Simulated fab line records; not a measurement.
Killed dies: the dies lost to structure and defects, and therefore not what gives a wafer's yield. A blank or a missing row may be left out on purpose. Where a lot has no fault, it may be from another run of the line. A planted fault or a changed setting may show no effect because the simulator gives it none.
fab line records	flow n5-finfet
record: lots: 7	wafers: 21
route steps=1938 shown BEOL_M8@1362 BEOL_M10@1495 BEOL_M11@1540
start-h: hours from the record's first day to the start of the lot's first wafer shown	wait-h: hours elapsed since this lot's preceding step	" unchanged from the row above	L1.1+2: a row that stands for several wafers	- no value present, or no start provided	* or withheld: withheld	< > ~ a bound
route shown NAME@n: NAME is a module with steps in the file, n the number in the route of the first one	usual: the fault-free wafers' mean and standard deviation	same: alike in all rows	chamber/n: place in a boat	sites: the reading at each site	_std_site: how widely they spread, as a standard deviation	_edge_site: mean of outer sites minus mean of inner sites	radius-mm: how far each site lies from the wafer's centre	mask NAME#n: copy n	behind: the tool/chamber that last shaped the wafer	hold: why the lot went on hold/how many hours it stayed there/how the hold came to an end	device: the transistor (n, p or np) that didn't switch	end of line: the same wafers' tests at the end of the route	a step without rows: its recipe alone	killed: dies lost to structure and defects at the first sort, not the wafer's yield	map: the dies of a wafer, with x for killed, . for not killed, _ for no die there
set.NAME: the run value of the setting; set.NAME@STEP: its run value at that earlier step	model.NAME: the simulator's own value behind a step, which no gauge read
lots where settings were altered on purpose, with a table for each step and a row for each wafer
== steps ==
step: N5_BEOL_M8_EXPOSE_25
recipe: mask-id: V7	na: 0.33	source-shape: annular	sigma-inner: 0.4	sigma-outer: 0.8	polarization: unpolarized	target-cd-nm: 40	dose-mj: 42.5
lot.wafer	tool	chamber	start-h	wait-h	mask	set.dose-mj
L076.2+4+5	euv-scanner-02	0	206.84	-	V7#0	41.11
L078.4+5+6	euv-scanner-02	0	212.32	-	V7#0	42.5
L080.2	euv-scanner-02	0	230.76	-	V7#0	42.5
L080.3+4	"	0	"	"	V7#0	41.09
L088.1	euv-scanner-01	0	280.10	-	V7#0	40.38
L088.2+4	"	0	"	"	V7#0	42.5
L087.1+2	euv-scanner-01	0	287.00	-	V7#0	42.5
L087.5	"	0	"	"	V7#0	43.49
L089.1+3+4	euv-scanner-02	0	287.17	-	V7#0	42.5
L097.1+5	euv-scanner-01	0	339.20	-	V7#0	40.83
L097.3	"	0	"	"	V7#0	42.5
step: N5_BEOL_M8_PEB_26
recipe: peb-temp-c: 100	peb-time-s: 60	resist: CAR-EUV
step: N5_BEOL_M8_DEVELOP_27
recipe: develop-time-s: 30	developer: TMAH	resist: CAR-EUV	rinse-liquid: surfactant-rinse	dry: air-spin	dev-temp-c: 23
lot.wafer	tool	chamber	start-h	wait-h	set.spin-rpm@BEOL_M8_COAT_22	model.CAR-EUV_of_BEOL_M8_COAT_22.thk-nm
L076.2	litho-track-04	0	-	-	1500	29.8
L076.4+5	"	0	"	"	1500	29.6
L078.4+5	litho-track-05	0	-	-	1500	29.6
L078.6	"	0	"	"	1500	29.4
L080.2+4	litho-track-04	0	-	-	1333	31.6
L080.3	"	0	"	"	1500	29.6
L088.1+4	litho-track-02	0	-	-	1551	29
L088.2	"	0	"	"	1500	29.6
L087.1+2	litho-track-02	0	-	-	1500	29.4
L087.5	"	0	"	"	1500	29.6
L089.1+3	litho-track-05	0	-	-	1500	29.4
L089.4	"	0	"	"	1500	29.6
L097.1+3+5	litho-track-02	0	-	-	1500	29.6
step: N5_BEOL_M8_CD_MEAS_28
recipe: target-cd-nm: 40	landing-energy-ev: 500	detector: se-inlens
usual: cd-nm: 40.10/0.22
lot.wafer	tool	chamber	start-h	wait-h	set.dose-mj@BEOL_M8_EXPOSE_25	cd-nm
L076.2	cd-sem-01	0	206.97	-	41.11	39.48
L076.4	"	0	"	"	41.11	39.46
L076.5	"	0	"	"	41.11	39.51
L078.4	cd-sem-01	0	212.43	-	42.5	39.87
L078.5	"	0	"	"	42.5	39.93
L078.6	"	0	"	"	42.5	40.05
L080.2	cd-sem-02	0	230.88	-	42.5	40.17
L080.3	"	0	"	"	41.09	39.62
L080.4	"	0	"	"	41.09	39.06
L088.1	cd-sem-02	0	280.24	-	40.38	39.11
L088.2	"	0	"	"	42.5	40.17
L088.4	"	0	"	"	42.5	40.08
L087.1	cd-sem-02	0	287.13	-	42.5	39.99
L087.2	"	0	"	"	42.5	39.69
L087.5	"	0	"	"	43.49	40.43
L089.1	cd-sem-01	0	287.30	-	42.5	40.31
L089.3	"	0	"	"	42.5	40.21
L089.4	"	0	"	"	42.5	39.95
L097.1	cd-sem-03	0	339.33	-	40.83	39.02
L097.3	"	0	"	"	42.5	39.91
L097.5	"	0	"	"	40.83	39.13
step: N5_BEOL_M8_DESCUM_33
recipe: chemistry: O2	time-s: 7	source-power-w: 50	bias-power-w: 20	pressure-mtorr: 20	rf-frequency-hz: 2.712e+07	temp-c: 40	resist: CAR-EUV	o2-flow-sccm: 225
lot.wafer	tool	chamber	start-h	wait-h	set.spin-rpm@BEOL_M8_COAT_22	set.dose-mj@BEOL_M8_EXPOSE_25	model.BEOL_M8.cd-nm	model.CAR-EUV_of_BEOL_M8_COAT_22.thk-nm
L076.2+4+5	rie-diel-03	2,0,1	207.44	0.4	1500	41.11	39.4	26.2
L078.4	rie-diel-04	0	212.67	0.1	1500	42.5	40	26
L078.5	"	1	"	"	1500	42.5	40.2	26.2
L078.6	"	3	"	"	1500	42.5	40.2	26
L080.2	rie-diel-01	0	231.01	0.0	1333	42.5	40.2	28.2
L080.3	"	3	"	"	1500	41.09	39.4	26.2
L080.4	"	2	"	"	1333	41.09	39.2	28
L088.1	rie-diel-01	2	280.36	0.0	1551	40.38	38.8	25.6
L088.2	"	3	"	"	1500	42.5	40.2	26
L088.4	"	3	"	"	1551	42.5	40.2	25.6
L087.1+2	rie-diel-01	2,1	287.25	0.0	1500	42.5	39.8	26
L087.5	"	0	"	"	1500	43.49	40.6	26.2
L089.1+3	rie-diel-03	2,3	287.42	0.0	1500	42.5	40	26
L089.4	"	1	"	"	1500	42.5	40.2	26.2
L097.1	rie-diel-03	1	340.23	0.8	1500	40.83	39	26.2
L097.3	"	3	"	"	1500	42.5	40	26
L097.5	"	0	"	"	1500	40.83	39	26
step: N5_BEOL_M8_ETCH_72
recipe: chemistry: N2/H2	target: underlayer	target-depth-a: 65	mask-material: CAR-EUV	time-s: 5.2	ion-energy-ev: 200	pressure-mtorr: 30	source-w: 840	bias-w: 150	n2-flow-sccm: 200	h2-flow-sccm: 200	ends: cleared
lot.wafer	tool	chamber	start-h	wait-h	set.dose-mj@BEOL_M8_EXPOSE_25	model.BEOL_M8.cd-nm
L076.2+4+5	rie-diel-03	2,0,1	207.48	0.0	41.11	39.4
L078.4	rie-diel-04	0	212.70	0.0	42.5	39.8
L078.5	"	1	"	"	42.5	40
L078.6	"	3	"	"	42.5	40.2
L080.2	rie-diel-01	0	231.04	0.0	42.5	40.2
L080.3	"	3	"	"	41.09	39.4
L080.4	"	2	"	"	41.09	39.2
L088.1	rie-diel-01	2	280.39	0.0	40.38	38.8
L088.2+4	"	3	"	"	42.5	40.2
L087.1	rie-diel-01	2	287.29	0.0	42.5	39.6
L087.2	"	1	"	"	42.5	39.8
L087.5	"	0	"	"	43.49	40.4
L089.1+4	rie-diel-03	2,1	287.46	0.0	42.5	40.2
L089.3	"	3	"	"	42.5	40
L097.1+5	rie-diel-03	1,0	340.26	0.0	40.83	39
L097.3	"	3	"	"	42.5	40
step: N5_BEOL_M8_ETCH_65
recipe: chemistry: CF4	target: SiARC	target-depth-a: 156	mask-material: CAR-EUV	time-s: 26	ion-energy-ev: 80	pressure-mtorr: 40	source-w: 545	bias-w: 36	Ar_flow_sccm: 100	cf4-flow-sccm: 100	ends: cleared
step: N5_BEOL_M8_ETCH_66
recipe: chemistry: N2/H2	target: SOC	target-depth-a: 800	overetch-a: 160	mask-material: SiARC	temp-c: 40	time-s: 120	ion-energy-ev: 200	pressure-mtorr: 30	source-w: 840	bias-w: 150	n2-flow-sccm: 200	h2-flow-sccm: 200
lot.wafer	tool	chamber	start-h	wait-h	set.dose-mj@BEOL_M8_EXPOSE_25	model.BEOL_M8.cd-nm
L076.2+4+5	rie-diel-03	2,0,1	207.52	0.0	41.11	39.2
L078.4+6	rie-diel-04	0,3	212.77	0.0	42.5	40
L078.5	"	1	"	"	42.5	40.2
L080.2	rie-diel-01	0	231.09	0.0	42.5	40.2
L080.3	"	3	"	"	41.09	39.4
L080.4	"	2	"	"	41.09	39
L088.1	rie-diel-01	2	280.44	0.0	40.38	38.6
L088.2+4	"	3	"	"	42.5	40.2
L087.1	rie-diel-01	2	287.33	0.0	42.5	39.8
L087.2	"	1	"	"	42.5	39.6
L087.5	"	0	"	"	43.49	40.4
L089.1+4	rie-diel-03	2,1	287.50	0.0	42.5	40
L089.3	"	3	"	"	42.5	40.2
L097.1	rie-diel-03	1	340.31	0.0	40.83	38.8
L097.3	"	3	"	"	42.5	40
L097.5	"	0	"	"	40.83	39.2
step: N5_BEOL_M8_STRIP_69
recipe: chemistry: N2/H2	temp-c: 40	n2-flow-sccm: 200	h2-flow-sccm: 200	rf-frequency-hz: 6e+07
step: N5_BEOL_M8_STRIP_73
recipe: chemistry: N2/H2	temp-c: 40	n2-flow-sccm: 200	h2-flow-sccm: 200	rf-frequency-hz: 6e+07
step: N5_BEOL_M8_VIA_ETCH_34
recipe: chemistry: C4F6/O2	target: SiCOH_lowk	target-depth-a: 1255	mask-material: SOC	taper-deg: 4	time-s: 50.5	ion-energy-ev: 250	pressure-mtorr: 30	source-w: 345	bias-w: 185	Ar_flow_sccm: 300	C4F6_flow_sccm: 10	O2_flow_sccm: 10
lot.wafer	tool	chamber	start-h	wait-h	set.dose-mj@BEOL_M8_EXPOSE_25	model.BEOL_M8.cd-nm
L076.2	rie-diel-03	2	207.62	0.0	41.11	39.2
L076.4	"	0	"	"	41.11	39.4
L076.5	"	1	"	"	41.11	39
L078.4	rie-diel-04	0	212.85	0.0	42.5	40
L078.5	"	1	"	"	42.5	40.2
L078.6	"	3	"	"	42.5	39.8
L080.2	rie-diel-01	0	231.19	0.0	42.5	40.4
L080.3	"	3	"	"	41.09	39.2
L080.4	"	2	"	"	41.09	39
L088.1	rie-diel-01	2	280.54	0.0	40.38	38.6
L088.2	"	3	"	"	42.5	40.2
L088.4	"	3	"	"	42.5	40
L087.1+2	rie-diel-01	2,1	287.43	0.0	42.5	39.6
L087.5	"	0	"	"	43.49	40.6
L089.1+4	rie-diel-03	2,1	287.60	0.0	42.5	40
L089.3	"	3	"	"	42.5	40.2
L097.1	rie-diel-03	1	340.41	0.0	40.83	38.6
L097.3	"	3	"	"	42.5	40
L097.5	"	0	"	"	40.83	39
step: N5_BEOL_M10_COAT_64
recipe: resist: SiARC	temp-c: 220	time-s: 60	spin-rpm: 1500	resist-thk-nm: 30
lot.wafer	tool	chamber	start-h	wait-h	set.spin-rpm	model.SiARC_of_BEOL_M10_COAT_64.thk-nm
L076.2+4+5	litho-track-05	0	-	-	1500	30
L078.4	litho-track-05	0	-	-	1644	28.6
L078.5+6	"	0	"	"	1500	30
L080.2+4	litho-track-01	0	-	-	1382	31.2
L080.3	"	0	"	"	1500	29.8
L088.1+4	litho-track-02	0	-	-	1343	31.6
L088.2	"	0	"	"	1500	30
L089.1	litho-track-05	0	-	-	1500	29.8
L089.3+4	"	0	"	"	1500	30
L087.1+2	litho-track-01	0	-	-	1592	29
L087.5	"	0	"	"	1500	30
L097.1+3	litho-track-05	0	-	-	1500	30
L097.5	"	0	"	"	1599	29
step: N5_BEOL_M10_COAT_22
recipe: resist: CAR-ArF	spin-rpm: 1500	resist-thk-nm: 90
lot.wafer	tool	chamber	start-h	wait-h	set.spin-rpm	model.CAR-ArF_of_BEOL_M10_COAT_22.thk-nm
L076.2	litho-track-05	0	-	-	1500	89.6
L076.4	"	0	"	"	1500	89.4
L076.5	"	0	"	"	1597	86.8
L078.4	litho-track-05	0	-	-	1500	90.2
L078.5	"	0	"	"	1372	94.2
L078.6	"	0	"	"	1372	94.4
L080.2	litho-track-01	0	-	-	1596	87
L080.3	"	0	"	"	1500	89.6
L080.4	"	0	"	"	1500	89.4
L088.1	litho-track-02	0	-	-	1634	86.4
L088.2	"	0	"	"	1634	86.2
L088.4	"	0	"	"	1500	90
L089.1+3+4	litho-track-05	0	-	-	1500	90
L087.1+2	litho-track-01	0	-	-	1555	88.4
L087.5	"	0	"	"	1500	89.8
L097.1	litho-track-05	0	-	-	1500	90.2
L097.3	"	0	"	"	1415	93
L097.5	"	0	"	"	1415	92.8
step: N5_BEOL_M10_EBR_24
recipe: solvent: PGMEA	ebr-width-mm: 1.5
step: N5_BEOL_M10_SOFTBAKE_23
recipe: temp-c: 110	time-s: 60	resist: CAR-ArF
step: N5_BEOL_M10_DESCUM_33
recipe: chemistry: O2	time-s: 7.9	source-power-w: 50	bias-power-w: 20	pressure-mtorr: 20	rf-frequency-hz: 2.712e+07	temp-c: 40	resist: CAR-ArF	o2-flow-sccm: 225
step: N5_BEOL_M10_ETCH_65
recipe: chemistry: CF4	target: SiARC	target-depth-a: 390	mask-material: CAR-ArF	time-s: 65	ion-energy-ev: 80	pressure-mtorr: 40	source-w: 545	bias-w: 36	Ar_flow_sccm: 100	cf4-flow-sccm: 100	ends: cleared
lot.wafer	tool	chamber	start-h	wait-h	set.spin-rpm@BEOL_M10_COAT_64	set.spin-rpm@BEOL_M10_COAT_22	model.CAR-ArF_of_BEOL_M10_COAT_22.thk-nm	model.etch.depth-nm
L076.2	rie-diel-03	2	220.98	0.0	1500	1500	55.2	30.03
L076.4	"	1	"	"	1500	1500	55	29.94
L076.5	"	1	"	"	1500	1597	52.2	30.07
L078.4	rie-diel-03	0	230.99	0.0	1644	1500	56.8	28.69
L078.5	"	2	"	"	1500	1372	59.8	29.96
L078.6	"	3	"	"	1500	1372	59.8	30.1
L080.2	rie-diel-04	3	246.78	0.0	1382	1596	51.2	31.29
L080.3	"	2	"	"	1500	1500	55.2	29.86
L080.4	"	1	"	"	1382	1500	53.8	31.18
L088.1	rie-diel-04	0	296.65	0.0	1343	1634	50.6	31.52
L088.2	"	2	"	"	1500	1634	51.8	29.93
L088.4	"	1	"	"	1343	1500	53.8	31.67
L089.1	rie-diel-04	0	304.04	0.0	1500	1500	55.6	29.89
L089.3	"	1	"	"	1500	1500	55.6	30.09
L089.4	"	0	"	"	1500	1500	55.6	29.99
L087.1	rie-diel-04	1	304.86	0.0	1592	1555	54.8	28.97
L087.2	"	2	"	"	1592	1555	54.8	29.07
L087.5	"	1	"	"	1500	1500	55.4	29.92
L097.1	rie-diel-03	2	361.64	0.0	1500	1500	55.8	29.97
L097.3	"	0	"	"	1500	1415	58.4	30.07
L097.5	"	0	"	"	1599	1415	59.2	28.98
step: N5_BEOL_M10_ETCH_66
recipe: chemistry: N2/H2	target: SOC	target-depth-a: 1200	overetch-a: 240	mask-material: SiARC	temp-c: 40	time-s: 180	ion-energy-ev: 200	pressure-mtorr: 30	source-w: 840	bias-w: 150	n2-flow-sccm: 200	h2-flow-sccm: 200
lot.wafer	tool	chamber	start-h	wait-h	set.spin-rpm@BEOL_M10_COAT_64	model.SiARC_of_BEOL_M10_COAT_64.thk-nm
L076.2	rie-diel-03	2	221.03	0.0	1500	22.6
L076.4	"	1	"	"	1500	22.8
L076.5	"	1	"	"	1500	23
L078.4	rie-diel-03	0	231.04	0.0	1644	21.6
L078.5	"	2	"	"	1500	22.6
L078.6	"	3	"	"	1500	23
L080.2	rie-diel-04	3	246.83	0.0	1382	24
L080.3	"	2	"	"	1500	22.2
L080.4	"	1	"	"	1382	23.6
L088.1	rie-diel-04	0	296.70	0.0	1343	24.6
L088.2	"	2	"	"	1500	22.4
L088.4	"	1	"	"	1343	24.2
L089.1+4	rie-diel-04	0	304.09	0.0	1500	23
L089.3	"	1	"	"	1500	22.8
L087.1	rie-diel-04	1	304.91	0.0	1592	21.6
L087.2	"	2	"	"	1592	21.4
L087.5	"	1	"	"	1500	22.6
L097.1	rie-diel-03	2	361.69	0.0	1500	22.8
L097.3	"	0	"	"	1500	23
L097.5	"	0	"	"	1599	22
step: N5_BEOL_M11_HM_DEP_02
recipe: material: TiN	target-thk-a: 200	temp-c: 25	chamber-pressure-pa: 0.49996
lot.wafer	tool	chamber	start-h	wait-h	set.target-thk-a	model.TiN_of_BEOL_M11_HM_DEP_02.thk-nm
L076.2	pvd-sputter-02	-	224.94	0.0	200	19.6
L076.4	"	-	"	"	200	19.8
L076.5	"	-	"	"	219.8	22
L078.4	pvd-sputter-01	-	235.72	1.3	215.5	21.8
L078.5	"	-	"	"	215.5	22
L078.6	"	-	"	"	200	20.4
L080.2	pvd-sputter-03	-	252.10	0.2	200	20.6
L080.3	"	-	"	"	200	19.8
L080.4	"	-	"	"	224.3	22.4
L088.1	pvd-sputter-01	-	301.53	0.9	200	20.2
L088.2	"	-	"	"	225.9	22.8
L088.4	"	-	"	"	225.9	23
L089.1+3+4	pvd-sputter-01	-	308.53	0.6	200	19.8
L087.1+5	pvd-sputter-03	-	309.02	0.5	200	20.2
L087.2	"	-	"	"	185.8	19
L097.1+5	pvd-sputter-01	-	367.32	0.7	220	22
L097.3	"	-	"	"	200	20.2
step: N5_BEOL_M11_COAT_59
recipe: resist: SOC	temp-c: 250	time-s: 60	spin-rpm: 1500	resist-thk-nm: 100
step: N5_BEOL_M11_COAT_60
recipe: resist: SiARC	temp-c: 220	time-s: 60	spin-rpm: 1500	resist-thk-nm: 30
step: N5_BEOL_M11_STRIP_68
recipe: chemistry: N2/H2	temp-c: 40	n2-flow-sccm: 200	h2-flow-sccm: 200	rf-frequency-hz: 6e+07
step: N5_BEOL_M11_STRIP_67
recipe: chemistry: CF4	resist: SiARC	power-w: 300	bias-power-w: 75	pressure-mtorr: 50	cf4-flow-sccm: 150	rf-frequency-hz: 6e+07
step: N5_BEOL_M11_HM_OPEN_17
recipe: chemistry: Cl2/BCl3	target-depth-a: 200	overetch-a: 60	target: TiN	mask-material: SOC	ion-energy-ev: 150	pressure-mtorr: 10	icp-w: 1000	bias-w: 126	Cl2_flow_sccm: 53.25	bcl3-flow-sccm: 21.75	Ar_flow_sccm: 25
lot.wafer	tool	chamber	start-h	wait-h	set.target-thk-a@BEOL_M11_HM_DEP_02	model.etch.depth-nm
L076.2	rie-metal-01	0	225.67	0.0	200	19.61
L076.4	"	1	"	"	200	19.89
L076.5	"	0	"	"	219.8	21.91
L078.4	rie-metal-01	0	236.70	0.1	215.5	21.82
L078.5	"	1	"	"	215.5	22.03
L078.6	"	0	"	"	200	20.46
L080.2	rie-metal-02	0	253.00	0.1	200	20.5
L080.3	"	0	"	"	200	19.75
L080.4	"	0	"	"	224.3	22.42
L088.1	rie-metal-02	1	302.39	0.0	200	20.12
L088.2	"	0	"	"	225.9	22.75
L088.4	"	1	"	"	225.9	22.98
L089.1+4	rie-metal-02	0	309.40	0.0	200	19.82
L089.3	"	1	"	"	200	19.83
L087.1	rie-metal-02	0	309.97	0.0	200	20.24
L087.2	"	1	"	"	185.8	19.07
L087.5	"	1	"	"	200	20.13
L097.1	rie-metal-01	1	368.17	0.0	220	21.92
L097.3	"	1	"	"	200	20.13
L097.5	"	1	"	"	220	22.07
step: N5_BEOL_M11_TRENCH_ETCH_37
recipe: chemistry: C4F6/O2	target-depth-a: 1488.3	target: SiCOH_lowk	time-s: 48	ion-energy-ev: 250	pressure-mtorr: 30	source-w: 345	bias-w: 185	Ar_flow_sccm: 300	C4F6_flow_sccm: 10	O2_flow_sccm: 10
lot.wafer	tool	chamber	start-h	wait-h	set.time-s	set.target-thk-a@BEOL_M11_HM_DEP_02	model.etch.depth-nm	model.BEOL_M11.feature-depth-nm	model.TiN_of_BEOL_M11_HM_DEP_02.thk-nm
L076.2	rie-diel-02	3	-	-	48	200	149	149	15.6
L076.4	"	1	"	"	48	200	152.6	152.6	15.6
L076.5	"	0	"	"	48	219.8	146	146	18
L078.4	rie-diel-05	1	-	-	54.65	215.5	169.9	169.8	17
L078.5	"	3	"	"	48	215.5	146.2	146.2	18
L078.6	"	0	"	"	48	200	151.3	151.4	16.2
L080.2	rie-diel-06	2	-	-	48	200	152.2	152.2	16.4
L080.3	"	1	"	"	48	200	146.9	147	15.6
L080.4	"	0	"	"	43.72	224.3	135.1	135	18.6
L088.1	rie-diel-06	3	-	-	48	200	143.7	143.8	16.2
L088.2	"	0	"	"	48	225.9	148.4	148.4	18.6
L088.4	"	1	"	"	48	225.9	146.7	146.6	19
L089.1	rie-diel-05	1	-	-	48	200	147.6	147.6	15.8
L089.3	"	2	"	"	48	200	147.4	147.4	15.8
L089.4	"	3	"	"	48	200	146.1	146	15.8
L087.1	rie-diel-02	0	-	-	48	200	146.3	146.2	16.2
L087.2	"	2	"	"	48	185.8	150.1	150.2	14.8
L087.5	"	2	"	"	52.28	200	162.1	162.2	15.6
L097.1	rie-diel-06	3	-	-	56.97	220	173.2	173.2	17.2
L097.3	"	1	"	"	48	200	147.3	147.4	16
L097.5	"	2	"	"	56.97	220	180.6	180.6	17
== key ==
split: step: N5_BEOL_M8_EXPOSE_25	setting: dose-mj	stated: 42.5	by: wafer
response: step: N5_BEOL_M8_CD_MEAS_28	reading: cd-nm	change: +0.22	per: 1%	r: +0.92
response: step: N5_BEOL_M8_DESCUM_33	reading: model.BEOL_M8.cd-nm	change: +0.278	per: 1%	r: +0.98
response: step: N5_BEOL_M8_ETCH_72	reading: model.BEOL_M8.cd-nm	change: +0.274	per: 1%	r: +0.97
response: step: N5_BEOL_M8_ETCH_66	reading: model.BEOL_M8.cd-nm	change: +0.297	per: 1%	r: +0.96
response: step: N5_BEOL_M8_VIA_ETCH_34	reading: model.BEOL_M8.cd-nm	change: +0.332	per: 1%	r: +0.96
split: step: N5_BEOL_M10_COAT_64	setting: spin-rpm	stated: 1500	by: wafer
response: step: N5_BEOL_M10_COAT_64	reading: model.SiARC_of_BEOL_M10_COAT_64.thk-nm	change: -0.156	per: 1%	r: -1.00
response: step: N5_BEOL_M10_ETCH_65	reading: model.etch.depth-nm	change: -0.155	per: 1%	r: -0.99
response: step: N5_BEOL_M10_ETCH_66	reading: model.SiARC_of_BEOL_M10_COAT_64.thk-nm	change: -0.167	per: 1%	r: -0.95
response: step: N5_BEOL_M10_ETCH_65	reading: model.CAR-ArF_of_BEOL_M10_COAT_22.thk-nm	slope: +0.13	per: 1%	together-with: spin-rpm@BEOL_M10_COAT_22	explained: 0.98
split: step: N5_BEOL_M10_COAT_22	setting: spin-rpm	stated: 1500	by: wafer
response: step: N5_BEOL_M10_COAT_22	reading: model.CAR-ArF_of_BEOL_M10_COAT_22.thk-nm	change: -0.434	per: 1%	r: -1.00
response: step: N5_BEOL_M10_ETCH_65	reading: model.CAR-ArF_of_BEOL_M10_COAT_22.thk-nm	change: -0.384	per: 1%	r: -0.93
split: step: N5_BEOL_M11_HM_DEP_02	setting: target-thk-a	stated: 200	by: wafer
response: step: N5_BEOL_M11_HM_DEP_02	reading: model.TiN_of_BEOL_M11_HM_DEP_02.thk-nm	change: +0.197	per: 1%	r: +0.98
response: step: N5_BEOL_M11_HM_OPEN_17	reading: model.etch.depth-nm	change: +0.197	per: 1%	r: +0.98
response: step: N5_BEOL_M11_TRENCH_ETCH_37	reading: model.TiN_of_BEOL_M11_HM_DEP_02.thk-nm	change: +0.189	per: 1%	r: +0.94
split: step: N5_BEOL_M11_TRENCH_ETCH_37	setting: time-s	stated: 48	by: wafer
response: step: N5_BEOL_M11_TRENCH_ETCH_37	reading: model.etch.depth-nm	change: +1.57	per: 1%	r: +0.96
response: step: N5_BEOL_M11_TRENCH_ETCH_37	reading: model.BEOL_M11.feature-depth-nm	change: +1.57	per: 1%	r: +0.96
split outside-this-file step=N5_BEOL_M8_COAT_22 setting=spin-rpm
split outside-this-file: this setting was split too, and the file shows its column; the key of that split is in another file
